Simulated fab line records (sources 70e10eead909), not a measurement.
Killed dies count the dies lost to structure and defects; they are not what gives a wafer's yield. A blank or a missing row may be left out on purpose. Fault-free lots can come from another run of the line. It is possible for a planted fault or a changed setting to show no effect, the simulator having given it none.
Chamber matching ; flow nand_harc ; rie_diel-03 running NHARC_P_BONDPAD_DESCUM_11: 4 sister chambers
The step chemistry O2, time 3 s. 4 wafers are shown with their chamber, then 10 later ones without.

EACH WAFER AND ITS CHAMBER
wafer;chamber;drypump_motor_current_A (A)
L080.3;2;5.4
L082.4;3;6.0
L086.1;0;5.0
L086.3;1;5.8

WAFERS WITHOUT THEIR CHAMBER
wafer;drypump_motor_current_A (A)
L086.5;5.4
L087.1;5.9
L087.4;5.9
L087.6;5.9
L090.1;5.0
L090.3;5.9
L090.6;5.0
L093.3;5.9
L093.5;5.9
L093.6;5.4

EACH ONE'S CHAMBER
wafer;from the rows above;in truth
L086.5;2;2
L087.1;can't be placed: 3 or 1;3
L087.4;can't be placed: 3 or 1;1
L087.6;can't be placed: 3 or 1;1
L090.1;0;0
L090.3;can't be placed: 3 or 1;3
L090.6;0;0
L093.3;can't be placed: 3 or 1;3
L093.5;can't be placed: 3 or 1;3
L093.6;2;2
Correctly placed: 4 of 10. Can't be placed from these rows: 6 (the true chamber is among the candidates in 6). Wrongly placed: 0.
How it was worked out, from the rows above alone: a wafer's distance from a chamber is the root of the sum, over the readings, of the square of ((its reading less the chamber's mean) divided by the reading's scatter). If the next closest chamber is less than 2 further off than the closest, the wafer can't be placed; otherwise it belongs to the closest. The mean given for a chamber averages the wafers shown for that chamber. The scatter: root of mean squared gap, hidden wafer to nearest shown wafer, with one shown wafer a chamber.
